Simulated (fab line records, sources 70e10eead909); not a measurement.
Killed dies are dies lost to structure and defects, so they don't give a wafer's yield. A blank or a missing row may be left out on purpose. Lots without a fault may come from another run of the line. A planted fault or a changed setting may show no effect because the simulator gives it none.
fab line records | flow nand_harc
record lots=5 wafers=15 last_day=24
route steps=1159 shown P_M0@282 P_M1@285
lots that met no fault: from a run of the same line without faults
start_h: hours from the record's first day to the start of the lot's first wafer shown | wait_h: hours since the lot's step before | " the same as in the row above | L1.1+2: a row that stands for several wafers | - no value, or no start given | * or withheld: withheld | < > ~ a bound
route shown NAME@n: a module of which the file shows steps, and the number in the route of the first | usual: mean/standard deviation of fault-free wafers | same: alike in all rows | chamber/n: place in a boat | sites: the reading at each site | _std_site: their standard deviation | _edge_site: outer sites' mean less inner sites' | radius_mm: how far each site lies from the wafer's centre | mask NAME#n: copy n | behind: the tool/chamber that last shaped the wafer | hold: why the lot was held/for how many hours/how that ended | device: the transistor (n, p or np) that didn't switch | end of line: the same wafers' tests at the end of the route | a step without rows: its recipe alone | killed: dies lost to structure and defects at the first sort, not the wafer's yield | map: a wafer's dies, x killed, . not, _ none there
set.NAME: the setting as run; set.NAME@STEP: as run at that earlier step | model.NAME: the simulator's own value behind a step, which no gauge read
lots at some steps of the route; a table a step, a row a wafer
services: from which hour (start_h, from the record's first day; less than 0 if before it) a tool's chamber was out of use, for how many hours, and why
## steps
# step NHARC_P_M0_INSPECT_27
# usual raw_defect_count=339/140
# columns lot.wafer tool chamber start_h wait_h raw_defect_count
L148.1 defect_inspect-01 - 139.40 0.0 267
L148.5 " - " " 170
L148.6 " - " " 152
L150.1 defect_inspect-01 - 147.22 0.0 575
L150.2 " - " " 503
L150.6 " - " " 548
L156.1 defect_inspect-02 - 197.72 0.0 250
L156.2 " - " " 255
L156.4 " - " " 243
L164.2 defect_inspect-02 - 230.85 0.0 165
L164.4 " - " " 275
L164.5 " - " " 244
L168.1 defect_inspect-02 - 250.17 0.0 245
L168.4 " - " " 257
L168.5 " - " " 297
# step NHARC_P_M0_PRE_CLEAN_31
# recipe time_s=12 temp_c=370 rf_power_w=300 gas=NH3
# usual heater_power_w=645/110
# columns lot.wafer tool chamber start_h wait_h heater_power_w since_wet_clean_h
L148.1 pecvd-04 1 139.52 0.1 858 111
L148.5 " 1 " " 865 -
L148.6 " 0 " " 696 -
L150.1 pecvd-04 2 147.29 0.1 640 119
L150.2 " 0 " " 702 119
L150.6 " 1 " " 868 -
L156.2 pecvd-01 0 197.97 0.3 726 129
L156.1 " 2 " " 472 129
L156.4 " 0 " " 726 -
L164.2 pecvd-03 0 231.23 0.4 624 107
L164.4 " 1 " " 510 -
L164.5 " 2 " " 632 -
L168.1 pecvd-04 0 250.26 0.1 745 41
L168.4 " 1 " " 711 -
L168.5 " 2 " " 555 -
# step NHARC_P_M0_DEP_32
# recipe target_thk_a=300 temp_c=370 target_thk_nm=30 pressure_torr=3 flow_sccm=200 rf_w=450 material=SiCN
# usual heater_power_w=598/110
# columns lot.wafer tool chamber start_h wait_h heater_power_w since_wet_clean_h
L148.1 pecvd-04 1 139.60 0.1 833 111
L148.5 " 1 " " 830 -
L148.6 " 0 " " 570 -
L150.1 pecvd-04 2 147.37 0.1 580 119
L150.2 " 0 " " 652 119
L150.6 " 1 " " 793 -
L156.2 pecvd-01 0 198.05 0.1 610 129
L156.1 " 2 " " 387 129
L156.4 " 0 " " 607 -
L164.2 pecvd-03 0 231.37 0.1 647 107
L164.4 " 1 " " 513 -
L164.5 " 2 " " 647 -
L168.1 pecvd-04 0 250.40 0.1 706 41
L168.4 " 1 " " 692 -
L168.5 " 2 " " 465 -
# step NHARC_P_M1_DEP_00
# recipe target_thk_a=1825 target_thk_nm=182.5 temp_c=withheld pressure_torr=5 flow_sccm=200 rf_w=600 material=SiOC
# step NHARC_P_M1_DEHYDRATE_01
# recipe temp_c=150 time_s=120
# step NHARC_P_M1_HMDS_02
# recipe time_s=30
# step NHARC_P_M1_COAT_34
# recipe temp_c=200 time_s=65
# step NHARC_P_M1_COAT_03
# recipe spin_rpm=1500 resist_thk_nm=90
# step NHARC_P_M1_SOFTBAKE_04
# recipe temp_c=105 time_s=55
# step NHARC_P_M1_EBR_05
# step NHARC_P_M1_EXPOSE_06
# recipe na=1.35 target_cd_nm=130 dose_mj=81.88 mask_id=P_M1
# step NHARC_P_M1_PEB_07
# recipe peb_temp_c=100 peb_time_s=65
# usual heater_power_total_W=156.7/0.42
# columns lot.wafer tool chamber start_h wait_h heater_power_total_W
L148.1 litho_track-01 0 140.74 0.1 157.0
L148.5 " 0 " " 156.5
L148.6 " 0 " " 156.9
L150.1 litho_track-06 0 148.53 0.1 157.0
L150.2 " 0 " " 156.0
L150.6 " 0 " " 157.1
L156.1 litho_track-01 0 199.19 0.1 210.2
L156.2 " 0 " " 157.1
L156.4 " 0 " " 156.0
L164.2 litho_track-04 0 232.45 0.1 156.5
L164.4 " 0 " " 156.6
L164.5 " 0 " " 157.1
L168.1 litho_track-04 0 251.48 0.1 156.8
L168.4 " 0 " " 156.5
L168.5 " 0 " " 156.2
# step NHARC_P_M1_DEVELOP_08
# recipe develop_time_s=35 dev_temp_c=23
# step NHARC_P_M1_CD_MEAS_09
# recipe target_cd_nm=130 landing_energy_ev=500
# usual cd_nm=130.0/0.73
# columns lot.wafer tool chamber start_h wait_h cd_nm
L148.1 cd_sem-02 0 140.82 - 128.9
L148.5 " 0 " " 129.3
L148.6 " 0 " " 129.1
L150.1 cd_sem-01 0 148.61 - 129.2
L150.2 " 0 " " 130.2
L150.6 " 0 " " 129.2
L156.1 cd_sem-03 0 199.27 - 109.7
L156.2 " 0 " " 129.8
L156.4 " 0 " " 129.8
L164.2 cd_sem-02 0 232.53 - 131.2
L164.4 " 0 " " 130.4
L164.5 " 0 " " 130.7
L168.1 cd_sem-01 0 251.56 - 130.8
L168.4 " 0 " " 131.3
L168.5 " 0 " " 130.2
# step NHARC_P_M1_OVL_MEAS_10
# recipe pitch_nm=260
# usual overlay_x_nm=0.1/0.82 overlay_y_nm=0.0/0.82
# columns lot.wafer tool chamber start_h wait_h overlay_x_nm overlay_y_nm
L148.1 overlay-01 - 140.91 - -1.8 0.9
L148.5 " - " " -2.0 1.1
L148.6 " - " " -1.6 1.1
L150.1 overlay-01 - 148.70 - 0.4 -0.4
L150.2 " - " " -0.3 -0.5
L150.6 " - " " 0.3 -0.7
L156.1 overlay-02 - 199.36 - 0.9 0.9
L156.2 " - " " 0.6 0.7
L156.4 " - " " 0.7 0.4
L164.2 overlay-02 - 232.61 - 1.9 1.8
L164.4 " - " " 1.4 1.0
L164.5 " - " " 1.3 1.3
L168.1 overlay-01 - 251.65 - 0.0 0.3
L168.4 " - " " 0.7 0.9
L168.5 " - " " 0.6 0.7
# step NHARC_P_M1_INSPECT_11
# usual raw_defect_count=3.9/2.2
# columns lot.wafer tool chamber start_h wait_h raw_defect_count
L148.1 defect_inspect-01 - 140.95 0.0 3
L148.5 " - " " 2
L148.6 " - " " 4
L150.1 defect_inspect-01 - 148.74 0.0 5
L150.2 " - " " 4
L150.6 " - " " 10
L156.1 defect_inspect-02 - 199.39 0.0 4
L156.2 " - " " 8
L156.4 " - " " 5
L164.2 defect_inspect-02 - 232.65 0.0 1
L164.4 " - " " 7
L164.5 " - " " 3
L168.1 defect_inspect-02 - 251.69 0.0 8
L168.4 " - " " 8
L168.5 " - " " 8
# step NHARC_P_M1_DESCUM_14
# recipe time_s=3 o2_flow_sccm=200 ar_flow_sccm=0 bias_power_w=0 chemistry=O2
# usual drypump_motor_current_A=5.88/0.26 oes_product_au=1.000/0.0097 rf_vpp_V=57.8/0.98 showerhead_plenum_p_Torr=1.89/0.07 throttle_valve_pct=11.310/0.0097
# columns lot.wafer tool chamber start_h wait_h drypump_motor_current_A oes_product_au rf_hours_counter_h rf_vpp_V showerhead_plenum_p_Torr throttle_valve_pct model.P_M1.cd_nm
L148.1 rie_diel-09 2 141.02 0.1 6.30 0.992 4 56.9 1.80 11.309 129.3
L148.5 " 1 " " 5.81 0.997 - 58.8 1.88 11.318 129.3
L148.6 " 2 " " 6.30 0.994 - 58.5 1.80 11.303 129.5
L150.2 rie_diel-09 2 148.80 0.1 6.32 0.995 4 57.7 1.80 11.317 130.7
L150.1 " 3 " " 5.99 1.002 5 56.9 1.81 11.303 129.6
L150.6 " 2 " " 6.32 1.000 - 58.5 1.80 11.310 129.4
L156.4 rie_diel-07 0 199.46 0.1 6.11 0.978 4 57.3 2.03 11.303 129.8
L156.2 " 1 " " 5.72 0.978 4 57.6 1.94 11.300 129
L156.1 " 2 " " 5.52 0.992 4 57.3 1.88 11.315 109.2
L164.4 rie_diel-10 1 232.71 0.1 5.35 1.007 3 59.3 1.96 11.320 130.3
L164.2 " 2 " " 5.94 0.999 2 57.4 1.99 11.300 130.4
L164.5 " 1 " " 5.34 1.000 - 57.8 1.96 11.303 130
L168.1 rie_diel-09 3 251.75 0.1 5.97 1.014 11 58.3 1.81 11.309 130.8
L168.4 " 0 " " 6.12 1.008 11 56.9 1.92 11.301 132.3
L168.5 " 3 " " 6.03 1.012 - 56.1 1.81 11.289 130.8
# step NHARC_P_M1_ETCH_35
# recipe target_depth_a=400 overetch_a=120 time_s=43.94 ion_energy_ev=200 n2_flow_sccm=150 h2_flow_sccm=150 ar_flow_sccm=0 rf_w=400 bias_w=150 chemistry=N2/H2
# usual drypump_motor_current_A=5.90/0.24 oes_product_au=1.000/0.012 rf_vpp_V=429.8/2.2 showerhead_plenum_p_Torr=2.01/0.078 throttle_valve_pct=14.172/0.0089
# columns lot.wafer tool chamber start_h wait_h drypump_motor_current_A oes_product_au rf_hours_counter_h rf_vpp_V showerhead_plenum_p_Torr throttle_valve_pct
L148.1 rie_diel-09 3 141.11 0.1 6.02 1.015 5 427.9 1.93 14.172
L148.5 " 1 " " 5.82 0.990 - 428.8 2.00 14.177
L148.6 " 2 " " 6.32 0.985 - 427.0 1.92 14.198
L150.2 rie_diel-09 3 148.89 0.1 6.03 1.018 5 429.1 1.93 14.170
L150.1 " 1 " " 5.81 1.009 4 429.1 2.00 14.188
L150.6 " 3 " " 5.98 1.011 - 426.2 1.93 14.160
L156.1 rie_diel-07 1 199.54 0.1 5.73 0.985 4 430.9 2.07 14.175
L156.2 " 2 " " 5.53 0.998 4 430.4 2.00 14.177
L156.4 " 3 " " 5.72 1.006 3 429.1 1.98 14.178
L164.2 rie_diel-10 3 232.80 0.1 5.84 1.007 2 427.9 1.91 14.193
L164.4 " 1 " " 5.33 0.990 3 432.9 2.09 14.177
L164.5 " 0 " " 5.89 0.983 - 431.8 2.02 14.175
L168.1 rie_diel-09 2 251.84 0.1 6.29 1.021 11 427.9 1.92 14.180
L168.4 " 3 " " 6.07 1.014 11 427.5 1.93 14.167
L168.5 " 0 " " 6.08 1.011 - 430.8 2.05 14.158
# step NHARC_P_M1_ETCH_15
# recipe target_depth_a=1825 time_s=91.2 c4f8_flow_sccm=withheld ar_flow_sccm=400 rf_w=600 bias_w=300 chemistry=C4F8/Ar
# usual oes_product_au=0.956/0.022 rf_vpp_V=440.1/2.4
# columns lot.wafer tool chamber start_h wait_h oes_product_au rf_hours_counter_h rf_vpp_V
L148.1 rie_diel-09 1 - - 0.960 4 439.4
L148.6 " 1 " " 0.955 - 439.8
L148.5 " 2 " " 0.958 - 437.8
L150.2 rie_diel-09 0 - - 0.968 5 441.7
L150.1 " 3 " " 0.974 5 437.6
L150.6 " 0 " " 0.973 - 441.0
L156.1 rie_diel-07 1 - - 0.975 4 439.3
L156.4 " 2 " " 0.977 4 440.1
L156.2 " 3 " " 0.959 3 438.6
L164.4 rie_diel-10 3 - - 0.981 2 436.8
L164.2 " 0 " " 0.972 3 441.2
L164.5 " 2 " " 0.955 - 443.0
L168.4 rie_diel-09 1 - - 0.965 11 440.4
L168.1 " 2 " " 0.974 11 436.7
L168.5 " 1 " " 0.958 - 440.8
# step NHARC_P_M1_CD_MEAS_16
# usual cd_nm=129.8/0.96
# columns lot.wafer tool chamber start_h wait_h cd_nm
L148.1 cd_sem-02 - 141.31 - 129.0
L148.5 " - " " 129.4
L148.6 " - " " 129.0
L150.1 cd_sem-02 - 149.10 - 129.9
L150.2 " - " " 130.3
L150.6 " - " " 128.7
L156.1 cd_sem-03 - 199.76 - 108.9
L156.2 " - " " 129.6
L156.4 " - " " 129.6
L164.2 cd_sem-02 - 233.16 - 130.0
L164.4 " - " " 129.9
L164.5 " - " " 129.9
L168.1 cd_sem-03 - 252.05 - 130.3
L168.4 " - " " 132.1
L168.5 " - " " 130.5
# step NHARC_P_M1_STRIP_18
# recipe power_w=1000 n2_flow_sccm=150 h2_flow_sccm=150 ar_flow_sccm=0 bias_w=0 chemistry=N2/H2
# usual drypump_motor_current_A=5.87/0.26 oes_product_au=0.999/0.01 rf_vpp_V=90.6/0.91 showerhead_plenum_p_Torr=2.03/0.081 throttle_valve_pct=14.169/0.0089
# columns lot.wafer tool chamber start_h wait_h drypump_motor_current_A oes_product_au rf_hours_counter_h rf_vpp_V showerhead_plenum_p_Torr throttle_valve_pct
L148.1 rie_diel-07 0 141.43 0.1 6.12 0.997 2 91.1 2.17 14.161
L148.5 " 3 " " 5.76 0.993 - 89.8 1.98 14.165
L148.6 " 0 " " 6.10 0.992 - 91.6 2.17 14.159
L150.1 rie_diel-07 0 149.21 0.1 6.12 0.992 2 91.7 2.17 14.163
L150.2 " 2 " " 5.51 0.998 2 90.7 2.00 14.156
L150.6 " 3 " " 5.74 0.999 - 91.4 1.98 14.184
L156.1 rie_diel-09 1 199.83 0.1 5.85 1.003 7 91.3 2.00 14.168
L156.4 " 3 " " 6.03 1.009 8 90.2 1.93 14.172
L156.2 " 0 " " 6.11 1.002 8 91.7 2.05 14.151
L164.4 rie_diel-09 1 233.23 0.1 5.82 1.004 10 89.4 2.00 14.161
L164.2 " 0 " " 6.07 1.003 10 90.8 2.05 14.154
L164.5 " 1 " " 5.81 0.992 - 90.8 2.00 14.166
L168.1 rie_diel-10 3 252.15 0.1 5.87 0.990 3 89.9 1.91 14.153
L168.4 " 0 " " 5.91 0.994 4 90.6 2.02 14.155
L168.5 " 2 " " 5.94 1.002 - 89.7 2.13 14.153
# step NHARC_P_M1_ETCH_28
# recipe target_depth_a=300 over_etch_frac=0.3 time_s=72.99 ion_energy_ev=150 cf4_flow_sccm=50 n2_flow_sccm=100 ar_flow_sccm=150 rf_w=300 bias_w=100 chemistry=CF4/N2
# usual drypump_motor_current_A=5.85/0.25 oes_product_au=0.998/0.011 rf_vpp_V=313.9/1.7 showerhead_plenum_p_Torr=2.61/0.092 throttle_valve_pct=19.795/0.0094
# columns lot.wafer tool chamber start_h wait_h drypump_motor_current_A oes_product_au rf_hours_counter_h rf_vpp_V showerhead_plenum_p_Torr throttle_valve_pct model.P_M1.cd_nm
L148.1 rie_diel-07 0 - - 6.13 1.003 2 315.4 2.78 19.799 128.1
L148.5 " 1 " " 5.75 0.994 - 314.4 2.66 19.800 129.5
L148.6 " 2 " " 5.50 1.000 - 313.4 2.58 19.810 129.3
L150.1 rie_diel-07 3 - - 5.74 0.981 2 312.6 2.56 19.792 129.3
L150.2 " 1 " " 5.72 0.987 2 313.8 2.66 19.782 129.5
L150.6 " 0 " " 6.11 1.000 - 317.8 2.78 19.791 128.5
L156.2 rie_diel-09 2 - - 6.32 1.012 7 311.7 2.48 19.793 130.2
L156.4 " 3 " " 5.96 1.023 8 312.5 2.50 19.786 130.9
L156.1 " 0 " " 6.10 1.007 8 315.3 2.64 19.785 108.9
L164.4 rie_diel-09 0 - - 6.10 1.011 10 313.2 2.63 19.805 129.7
L164.2 " 1 " " 5.81 1.009 10 314.8 2.58 19.792 130.2
L164.5 " 1 " " 5.79 1.000 - 312.4 2.58 19.793 129.7
L168.1 rie_diel-10 2 - - 5.92 1.002 3 316.2 2.73 19.792 130
L168.4 " 0 " " 5.87 0.988 4 313.7 2.60 19.802 131.8
L168.5 " 2 " " 5.92 1.000 - 315.4 2.73 19.793 130.7
# step NHARC_P_M1_STRIP_19
# recipe time_s=600 temp_c=30 chemistry=post_etch_residue_remover
## services
# columns tool chamber start_h hours kind
litho_track-06 - 117.00 7.0 pm
rie_diel-09 - 129.31 0.2 repair
pecvd-03 1 132.95 12.2 repair
rie_diel-09 0 135.10 - clean
rie_diel-09 1 135.10 - clean
rie_diel-09 2 135.10 - clean
rie_diel-09 3 135.10 - clean
pecvd-03 2 136.42 11.0 repair
litho_track-04 - 141.00 7.0 pm
rie_diel-09 0 159.60 - clean
rie_diel-09 1 159.60 - clean
rie_diel-09 2 159.60 - clean
rie_diel-09 3 159.60 - clean
rie_diel-07 3 170.15 20.9 repair
rie_diel-10 - 176.50 9.0 pm
rie_diel-09 0 184.10 - clean
rie_diel-09 1 184.10 - clean
rie_diel-09 2 184.10 - clean
rie_diel-09 3 184.10 - clean
pecvd-04 - 196.30 13.0 pm
rie_diel-07 - 217.39 0.5 repair
rie_diel-07 - 228.20 9.0 pm
pecvd-01 - 237.34 13.0 pm
rie_diel-07 0 244.31 6.9 repair
## key
first_sign step=NHARC_P_M1_PEB_07 reading=heater_power_total_W direction=up sigmas=99+ usual=* struck=*
effect step=NHARC_P_M1_CD_MEAS_09 reading=cd_nm direction=down sigmas=28 usual=130.0 struck=109.7
effect step=NHARC_P_M1_CD_MEAS_16 reading=cd_nm direction=down sigmas=22 usual=129.8 struck=108.9
model_effect step=NHARC_P_M1_DESCUM_14 value=P_M1.cd_nm without=130 struck=109.2
model_effect step=NHARC_P_M1_ETCH_28 value=P_M1.cd_nm without=129.7 struck=108.9
met_at NHARC_P_M1_PEB_07
struck_wafers L156.1
sort_left_out L156.1
onset_between 140.74 199.19
fault kind=process_parameter_drift tool=litho_track-01 chamber=- onset_h=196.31 steps=NHARC_P_M1_PEB_07 channel=peb_time_s offset=* shape=step end_h=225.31 scope=struck_wafers_only acts_in=* stated=*
# sort_left_out: the simulated sort isn't trusted on such a fault, so these wafers' sort isn't shown, and their yield isn't known
